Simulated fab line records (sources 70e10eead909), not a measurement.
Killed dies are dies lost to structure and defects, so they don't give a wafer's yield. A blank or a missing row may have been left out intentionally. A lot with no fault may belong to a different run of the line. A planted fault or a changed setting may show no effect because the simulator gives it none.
fab line records | flow nand_harc | part 2 of 2: steps 5 to 6 of 6
record lots=22 | wafers=66 | last_day=33
route steps=1302 shown A_BLC@1120 A_M0@1148 A_M1@1183 A_BONDPAD@1221
lots that met no fault: taken from a fault-free run of the same line
start_h: hours from the record's first day to the start of the lot's first wafer shown | wait_h: hours since the lot's step before | " same as the row above | L1.1+2: a row that stands for several wafers | - value missing, or start not given | * or withheld: withheld | < > ~ a bound
route shown NAME@n: NAME is a module with steps in the file, n the number in the route of the first one | usual: mean/standard deviation of fault-free wafers | same: alike in all rows | chamber/n: place in a boat | sites: each site's reading | _std_site: the standard deviation of these | _edge_site: the outer-site mean with the inner-site mean subtracted | radius_mm: for every site, how far away it sits from the centre of the wafer | mask NAME#n: copy n | behind: the last tool/chamber to shape the wafer | hold: the reason the lot was held/the length of the hold in hours/how it ended | device: transistor that didn't switch, given as n, p or np | end of line: the same wafers' tests at the end of the route | a step without rows: its recipe alone | killed: not the wafer's yield, but the dies lost to structure and defects at the first sort | map: a wafer's dies, x killed, . not, _ none there
set.NAME: the run value of the setting; set.NAME@STEP: its run value at that earlier step | model.NAME: the simulator's own value behind a step, which no gauge read
the route's steps for a sample of lots (tables are steps, rows are wafers)
services: when a tool's chamber went out of use (start_h, in hours from the record's first day, below 0 if earlier), for how many hours, and the reason
## steps
# step NHARC_A_M1_STRIP_18
# recipe power_w=1000 | n2_flow_sccm=150 | h2_flow_sccm=150 | ar_flow_sccm=0 | bias_w=0 | chemistry=N2/H2
# usual drypump_motor_current_A=5.6/0.52 | n2_flow_sccm=150.0/0.49 | oes_product_au=0.999/0.0085 | rf_vpp_V=90.8/1.1 | showerhead_plenum_p_Torr=2.05/0.096 | throttle_valve_pct=14.171/0.0091
lot.wafer | tool        | chamber | start_h | wait_h | drypump_motor_current_A | n2_flow_sccm | oes_product_au | rf_hours_counter_h | rf_vpp_V | showerhead_plenum_p_Torr | throttle_valve_pct
L075.1    | rie_diel-13 | 1       | 534.80  | 0.1    | 5.1                     | 149.5        | 1.018          | 0.3                | 90.8     | 1.95                     | 14.165
L075.4    | "           | 2       | "       | "      | 6.2                     | 150.0        | 1.009          | 0.2                | 89.7     | 1.96                     | 14.161
L075.5    | "           | 2       | "       | "      | 6.2                     | 148.9        | 1.014          | -                  | 91.2     | 1.96                     | 14.166
L074.2    | rie_diel-08 | 0       | 536.05  | 0.1    | 5.9                     | 149.7        | 1.007          | 9.9                | 90.3     | 2.16                     | 14.159
L074.5    | "           | 0       | "       | "      | 5.9                     | 149.9        | 1.008          | -                  | 91.4     | 2.16                     | 14.180
L074.6    | "           | 1       | "       | "      | 5.5                     | 150.0        | 0.990          | -                  | 90.0     | 1.92                     | 14.157
L076.3    | rie_diel-13 | 1       | 551.37  | 0.1    | 5.1                     | 150.1        | 1.014          | 0.6                | 89.4     | 1.95                     | 14.174
L076.1    | "           | 2       | "       | "      | 6.1                     | 149.9        | 1.008          | 0.5                | 90.5     | 1.96                     | 14.185
L076.5    | "           | 0       | "       | "      | 5.6                     | 150.8        | 1.008          | -                  | 90.6     | 2.16                     | 14.182
L078.4    | rie_diel-03 | 0       | 552.10  | 0.1    | 5.0                     | 149.9        | 1.010          | 3.7                | 92.8     | 2.18                     | 14.170
L078.6    | "           | 1       | "       | "      | 6.3                     | 149.5        | 0.979          | -                  | 89.8     | 2.03                     | 14.163
L078.5    | "           | 2       | "       | "      | 4.8                     | 150.7        | 1.007          | -                  | 91.2     | 2.16                     | 14.165
L077.1    | rie_diel-08 | 3       | 567.72  | 0.1    | 6.1                     | 150.0        | 1.012          | 1.3                | 90.8     | 2.09                     | 14.179
L077.3    | "           | 2       | "       | "      | 5.9                     | 150.6        | 0.985          | 1.2                | 90.7     | 1.98                     | 14.189
L077.6    | "           | 3       | "       | "      | 6.1                     | 149.0        | 1.008          | -                  | 89.4     | 2.09                     | 14.158
L079.3    | rie_diel-03 | 1       | 586.56  | 0.1    | 6.3                     | 150.6        | 0.988          | 4.9                | 90.1     | 2.03                     | 14.166
L079.1    | "           | 3       | "       | "      | 4.8                     | 150.3        | 0.998          | 4.5                | 92.1     | 2.15                     | 14.174
L079.5    | "           | 0       | "       | "      | 5.0                     | 150.1        | 1.004          | -                  | 92.0     | 2.18                     | 14.175
L081.3    | rie_diel-03 | 0       | 609.05  | 0.1    | 4.9                     | 150.5        | 1.002          | 5.6                | 92.3     | 2.18                     | 14.167
L081.2    | "           | 1       | "       | "      | 6.3                     | 150.4        | 0.988          | 6.0                | 90.1     | 2.03                     | 14.179
L081.5    | "           | 2       | "       | "      | 4.9                     | 149.5        | 1.003          | -                  | 91.0     | 2.16                     | 14.179
L080.3    | rie_diel-03 | 1       | 612.19  | 0.1    | 6.3                     | 149.9        | 0.983          | 6.1                | 91.5     | 2.03                     | 14.172
L080.4    | "           | 2       | "       | "      | 4.8                     | 149.8        | 1.000          | 5.6                | 91.6     | 2.16                     | 14.177
L080.5    | "           | 2       | "       | "      | 4.8                     | 149.1        | 0.998          | -                  | 90.7     | 2.16                     | 14.167
L083.2    | rie_diel-13 | 2       | 612.96  | 0.1    | 6.1                     | 150.3        | 0.998          | 2.5                | 89.9     | 1.96                     | 14.176
L083.3    | "           | 3       | "       | "      | 6.1                     | 150.5        | 0.985          | 2.8                | 91.0     | 1.95                     | 14.173
L083.5    | "           | 1       | "       | "      | 5.0                     | 149.7        | 1.008          | -                  | 89.9     | 1.95                     | 14.161
L082.2    | rie_diel-08 | 2       | 620.20  | 0.1    | 5.9                     | 150.1        | 0.996          | 3.8                | 90.1     | 1.98                     | 14.156
L082.5    | "           | 2       | "       | "      | 5.8                     | 150.3        | 0.989          | -                  | 88.7     | 1.98                     | 14.184
L082.6    | "           | 3       | "       | "      | 6.1                     | 150.1        | 0.995          | -                  | 92.5     | 2.09                     | 14.179
L084.4    | rie_diel-08 | 2       | 635.93  | 0.1    | 5.9                     | 150.4        | 0.992          | 4.8                | 91.2     | 1.98                     | 14.164
L084.5    | "           | 3       | "       | "      | 6.1                     | 150.6        | 0.994          | -                  | 91.7     | 2.09                     | 14.193
L084.6    | "           | 0       | "       | "      | 5.9                     | 149.2        | 0.997          | -                  | 90.4     | 2.16                     | 14.162
L085.3    | rie_diel-13 | 0       | 640.90  | 0.1    | 5.6                     | 149.9        | 1.001          | 2.9                | 92.3     | 2.16                     | 14.180
L085.2    | "           | 2       | "       | "      | 6.2                     | 150.1        | 1.002          | 3.2                | 90.4     | 1.96                     | 14.162
L085.5    | "           | 1       | "       | "      | 5.0                     | 149.4        | 1.008          | -                  | 90.3     | 1.95                     | 14.167
L086.1    | rie_diel-08 | 0       | 646.18  | 0.1    | 6.0                     | 150.7        | 1.001          | 5.2                | 91.9     | 2.16                     | 14.177
L086.2    | "           | 1       | "       | "      | 5.5                     | 150.3        | 1.006          | 5.1                | 90.8     | 1.92                     | 14.157
L086.6    | "           | 3       | "       | "      | 6.1                     | 150.2        | 1.004          | -                  | 89.8     | 2.09                     | 14.172
L087.3    | rie_diel-03 | 1       | 656.53  | 0.1    | 6.3                     | 150.3        | 0.994          | 0.8                | 90.4     | 2.03                     | 14.162
L087.1    | "           | 3       | "       | "      | 4.8                     | 150.2        | 1.000          | 1.2                | 91.1     | 2.15                     | 14.167
L087.2    | "           | 0       | "       | "      | 4.9                     | 150.3        | 1.005          | 1.2                | 92.1     | 2.18                     | 14.168
L089.2    | rie_diel-08 | 2       | 669.95  | 0.1    | 5.8                     | 150.1        | 0.983          | 6.9                | 89.9     | 1.98                     | 14.184
L089.4    | "           | 3       | "       | "      | 6.1                     | 150.0        | 1.008          | 7.5                | 91.7     | 2.09                     | 14.169
L089.5    | "           | 2       | "       | "      | 5.9                     | 149.6        | 0.981          | -                  | 88.9     | 1.98                     | 14.165
L091.1    | rie_diel-08 | 1       | 671.19  | 0.1    | 5.5                     | 150.0        | 0.994          | 7.1                | 89.2     | 1.92                     | 14.180
L091.3    | "           | 2       | "       | "      | 5.9                     | 150.3        | 0.985          | 7.0                | 90.8     | 1.97                     | 14.184
L091.5    | "           | 1       | "       | "      | 5.5                     | 150.0        | 0.996          | -                  | 89.5     | 1.92                     | 14.167
L090.1    | rie_diel-03 | 2       | 676.26  | 0.1    | 4.9                     | 150.1        | 0.986          | 1.4                | 89.8     | 2.15                     | 14.179
L090.5    | "           | 2       | "       | "      | 4.9                     | 150.0        | 0.989          | -                  | 94.0     | 2.16                     | 14.157
L090.6    | "           | 3       | "       | "      | 4.8                     | 149.0        | 0.980          | -                  | 92.9     | 2.15                     | 14.164
L088.2    | rie_diel-03 | 0       | 680.27  | 0.1    | 5.0                     | 150.6        | 1.003          | 2.8                | 90.6     | 2.18                     | 14.161
L088.3    | "           | 1       | "       | "      | 6.3                     | 149.5        | 1.004          | 2.2                | 91.0     | 2.03                     | 14.172
L088.1    | "           | 2       | "       | "      | 4.8                     | 150.6        | 0.995          | 2.0                | 93.2     | 2.15                     | 14.178
L092.1    | rie_diel-08 | 0       | 698.69  | 0.1    | 5.9                     | 150.1        | 0.994          | 8.3                | 91.8     | 2.16                     | 14.174
L092.2    | "           | 3       | "       | "      | 6.1                     | 150.1        | 1.006          | 9.2                | 93.0     | 2.09                     | 14.171
L092.5    | "           | 0       | "       | "      | 5.9                     | 150.4        | 0.994          | -                  | 90.4     | 2.16                     | 14.175
L093.3    | rie_diel-13 | 1       | 705.70  | 0.1    | 5.1                     | 149.8        | 1.002          | 0.1                | 90.3     | 1.95                     | 14.158
L093.1    | "           | 3       | "       | "      | 6.1                     | 150.7        | 1.008          | 0.1                | 89.0     | 1.95                     | 14.160
L093.4    | "           | 3       | "       | "      | 6.1                     | 150.6        | 1.005          | -                  | 89.9     | 1.95                     | 14.161
L096.1    | rie_diel-13 | 0       | 734.34  | 0.1    | 5.6                     | 150.1        | 0.994          | 0.9                | 91.4     | 2.15                     | 14.172
L096.4    | "           | 1       | "       | "      | 5.1                     | 150.9        | 0.999          | 0.9                | 89.1     | 1.95                     | 14.166
L096.5    | "           | 2       | "       | "      | 6.1                     | 150.4        | 1.003          | -                  | 90.5     | 1.96                     | 14.179
L097.2    | rie_diel-13 | 3       | 751.81  | 0.1    | 6.1                     | 151.1        | 1.016          | 1.2                | 89.3     | 1.95                     | 14.172
L097.1    | "           | 0       | "       | "      | 5.6                     | 149.2        | 0.999          | 1.1                | 88.5     | 2.15                     | 14.172
L097.3    | "           | 2       | "       | "      | 6.2                     | 150.3        | 0.997          | 0.9                | 90.1     | 1.96                     | 14.178
# step NHARC_A_BONDPAD_CD_MEAS_13
# usual cd_nm=499.3/2.3
lot.wafer | tool      | chamber | start_h | wait_h | cd_nm
L075.1    | cd_sem-03 | -       | 539.76  | -      | 498.2
L075.4    | "         | -       | "       | "      | 497.9
L075.5    | "         | -       | "       | "      | 496.4
L074.2    | cd_sem-01 | -       | 540.73  | -      | 497.4
L074.5    | "         | -       | "       | "      | 501.4
L074.6    | "         | -       | "       | "      | 501.9
L076.1    | cd_sem-02 | -       | 555.97  | -      | 500.4
L076.3    | "         | -       | "       | "      | 496.5
L076.5    | "         | -       | "       | "      | 496.9
L078.4    | cd_sem-03 | -       | 556.70  | -      | 502.1
L078.5    | "         | -       | "       | "      | 498.5
L078.6    | "         | -       | "       | "      | 499.8
L077.1    | cd_sem-02 | -       | 572.32  | -      | 501.8
L077.3    | "         | -       | "       | "      | 502.0
L077.6    | "         | -       | "       | "      | 499.0
L079.1    | cd_sem-01 | -       | 591.39  | -      | 497.7
L079.3    | "         | -       | "       | "      | 493.0
L079.5    | "         | -       | "       | "      | 496.2
L081.2    | cd_sem-02 | -       | 613.58  | -      | 502.1
L081.3    | "         | -       | "       | "      | 500.3
L081.5    | "         | -       | "       | "      | 499.7
L080.3    | cd_sem-01 | -       | 616.84  | -      | 500.7
L080.4    | "         | -       | "       | "      | 501.2
L080.5    | "         | -       | "       | "      | 500.5
L083.2    | cd_sem-03 | -       | 617.63  | -      | 501.1
L083.3    | "         | -       | "       | "      | 498.8
L083.5    | "         | -       | "       | "      | 500.1
L082.2    | cd_sem-01 | -       | 624.84  | -      | 496.7
L082.5    | "         | -       | "       | "      | 497.8
L082.6    | "         | -       | "       | "      | 502.3
L084.4    | cd_sem-03 | -       | 640.59  | -      | 501.4
L084.5    | "         | -       | "       | "      | 502.5
L084.6    | "         | -       | "       | "      | 502.5
L085.2    | cd_sem-02 | -       | 645.41  | -      | 499.0
L085.3    | "         | -       | "       | "      | 493.4
L085.5    | "         | -       | "       | "      | 498.2
L086.1    | cd_sem-01 | -       | 650.79  | -      | 499.6
L086.2    | "         | -       | "       | "      | 499.6
L086.6    | "         | -       | "       | "      | 499.1
L087.1    | cd_sem-02 | -       | 661.44  | -      | 499.7
L087.2    | "         | -       | "       | "      | 500.1
L087.3    | "         | -       | "       | "      | 500.7
L089.2    | cd_sem-03 | -       | 674.59  | -      | 500.1
L089.4    | "         | -       | "       | "      | 500.1
L089.5    | "         | -       | "       | "      | 501.3
L091.1    | cd_sem-01 | -       | 675.79  | -      | 500.2
L091.3    | "         | -       | "       | "      | 501.6
L091.5    | "         | -       | "       | "      | 497.6
L090.1    | cd_sem-03 | -       | 681.00  | -      | 501.2
L090.5    | "         | -       | "       | "      | 501.1
L090.6    | "         | -       | "       | "      | 498.9
L088.1    | cd_sem-03 | -       | 684.89  | -      | 501.1
L088.2    | "         | -       | "       | "      | 504.6
L088.3    | "         | -       | "       | "      | 503.0
L092.1    | cd_sem-01 | -       | 703.32  | -      | 501.7
L092.2    | "         | -       | "       | "      | 498.1
L092.5    | "         | -       | "       | "      | 496.2
L093.1    | cd_sem-01 | -       | 710.57  | -      | 500.3
L093.3    | "         | -       | "       | "      | 498.0
L093.4    | "         | -       | "       | "      | 496.5
L096.1    | cd_sem-01 | -       | 739.11  | -      | 495.6
L096.4    | "         | -       | "       | "      | 501.3
L096.5    | "         | -       | "       | "      | 499.4
L097.1    | cd_sem-02 | -       | 756.63  | -      | 499.9
L097.2    | "         | -       | "       | "      | 497.6
L097.3    | "         | -       | "       | "      | 499.7
## services
tool        | chamber | start_h | hours | kind
rie_diel-03 | 2       | 504.29  | 1.7   | repair
rie_diel-07 | 0       | 509.67  | 16.4  | repair
rie_diel-03 | -       | 512.06  | 1.2   | repair
rie_diel-13 | -       | 519.00  | 9.0   | pm
rie_diel-08 | -       | 544.80  | 9.0   | pm
rie_diel-03 | -       | 547.75  | 0.3   | repair
rie_diel-03 | 0       | 552.53  | 12.4  | repair
rie_diel-02 | 1       | 554.78  | 3.2   | repair
rie_diel-08 | 0       | 559.25  | 9.4   | repair
rie_diel-07 | 0       | 567.61  | 10.3  | repair
rie_diel-02 | 2       | 568.63  | 9.9   | repair
rie_diel-02 | -       | 570.70  | 9.0   | pm
rie_diel-13 | 0       | 580.48  | 23.6  | repair
rie_diel-03 | -       | 600.82  | 2.2   | repair
rie_diel-02 | 2       | 610.96  | 14.5  | repair
rie_diel-03 | 0       | 634.12  | 3.7   | repair
rie_diel-03 | -       | 635.30  | 9.0   | pm
rie_diel-02 | -       | 645.04  | 0.2   | repair
rie_diel-07 | -       | 648.25  | 9.0   | pm
rie_diel-02 | -       | 659.07  | 0.2   | repair
rie_diel-07 | -       | 680.81  | 0.5   | repair
rie_diel-13 | -       | 696.00  | 9.0   | pm
rie_diel-13 | -       | 730.85  | 0.6   | repair
rie_diel-02 | -       | 747.70  | 9.0   | pm
